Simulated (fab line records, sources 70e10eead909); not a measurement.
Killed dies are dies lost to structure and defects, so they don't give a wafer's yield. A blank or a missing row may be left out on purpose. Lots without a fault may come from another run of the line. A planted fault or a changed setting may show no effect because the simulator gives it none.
A struck lot beside a sound one | flow nand_harc | 14 steps out of a route of 1302
Sound: wafers L720.1, L720.4, L720.5. Struck: wafers L718.1, L718.3, L718.6. The cause comes at the end.
At each step with rows: each side's tool, then ch and its chambers, then its first start. Under that, the readings that differ: sound wafers | struck wafers | difference of the means | sigmas: that difference in standard deviations of wafers without a fault.
alike: readings whose means differ by less than 2 such deviations, and words and numbers that are the same on both sides. not compared: withheld readings, readings that some wafer has no value for, bounds like >300 that may hide the same value, and numbers for which the record gives no deviation and whose values overlap.
The two part at a step that has a row with sigmas, a row that says differs or no value, or rows on one side only. Numbers that don't overlap but have no deviation are shown without sigmas and don't part them. A reading that every wafer of one side lacks parts them only if that side has two wafers or more.

first, 5 steps without rows for these wafers: NHARC_A_SLIT_SOFTBAKE_04 (time 55 s); NHARC_A_SLIT_EBR_05; NHARC_A_SLIT_EXPOSE_06 (exposes mask SLIT); NHARC_A_SLIT_PEB_07 (peb time 65 s); NHARC_A_SLIT_DEVELOP_08 (develop time 35 s).
NHARC_A_SLIT_CD_MEAS_09: target cd 300 nm.
  sound on cd_sem-01 ch 0, day 24 05:12; struck on cd_sem-01 ch 0, day 24 08:19
  alike: cd_nm
NHARC_A_SLIT_OVL_MEAS_10:
  sound on overlay-01, day 24 05:17; struck on overlay-01, day 24 08:24
  reading           | sound          | struck      | difference | sigmas
  overlay_x_nm (nm) | -1.2 -0.8 -1.2 | 1.5 1.3 1.1 | +2.4       | +3
  alike: overlay_y_nm
NHARC_A_SLIT_INSPECT_11:
  sound on defect_inspect-02, day 24 05:20; struck on defect_inspect-02, day 24 08:26
  alike: raw_defect_count
NHARC_A_SLIT_DESCUM_14: chemistry O2, time 3 s.
  sound on rie_diel-05 ch 0,1, day 24 05:24; struck on rie_diel-07 ch 1,2,3, day 24 08:30
  alike: drypump_motor_current_A, oes_product_au, rf_vpp_V, showerhead_plenum_p_Torr, throttle_valve_pct
  not compared: rf_hours_counter_h
NHARC_A_SLIT_ETCH_24: etches the open film in CF4/CHF3, target depth 121 nm, time 60.5 s.
  sound on rie_diel-05 ch 0,2,3, day 24 05:29; struck on rie_diel-07 ch 1,2,3, day 24 08:36
  alike: bias_w, cf4_flow_sccm, chf3_flow_sccm, drypump_motor_current_A, oes_product_au, rf_vpp_V, showerhead_plenum_p_Torr, throttle_valve_pct
  not compared: rf_hours_counter_h
NHARC_A_SLIT_ETCH_15: etches the open film in O2/COS, target depth 6200 nm, time 1612 s.
  sound on rie_diel-05 ch 0,1,3; struck on rie_diel-07 ch 1,3
  reading                         | sound          | struck         | difference | sigmas
  showerhead_plenum_p_Torr (Torr) | 3.10 2.98 3.04 | 3.28 3.32 3.32 | +0.27      | +2
  alike: bias_w, chamber_pressure_mTorr, drypump_motor_current_A, oes_product_au, rf_vpp_V, throttle_valve_pct
  not compared: rf_hours_counter_h
NHARC_A_SLIT_ETCH_17: etches the open film in C4F8/O2/Ar, time 4254.5 s, target depth 20300 nm.
  sound on har_etch-01 ch 0,1, day 24 07:02; struck on har_etch-02 ch 0,1, day 24 10:38
  alike: c4f8_flow_sccm, chamber_pressure_mTorr, drypump_motor_current_A, showerhead_plenum_p_Torr, throttle_valve_pct
  not compared: rf_hours_counter_h
NHARC_A_SLIT_ETCH_26: etches the open film in C4F8/O2/Ar, time 90 s, target depth 400 nm.
  sound on har_etch-01 ch 0,1, day 24 10:42; struck on har_etch-02 ch 0,1, day 24 13:40
  no value came back on the struck wafers for any of 5 readings (bias_v (V), c4f8_flow_sccm (sccm) and others); on the sound wafers bias_v (V) reads 405 403 404
  not compared: rf_hours_counter_h
then, 1 step without rows for these wafers: NHARC_A_SLIT_STRIP_28 (strips in O2/COS).

WHERE THEY PART
First at NHARC_A_SLIT_OVL_MEAS_10; last, within this record, at NHARC_A_SLIT_ETCH_26.

WHY: what the simulator had put in
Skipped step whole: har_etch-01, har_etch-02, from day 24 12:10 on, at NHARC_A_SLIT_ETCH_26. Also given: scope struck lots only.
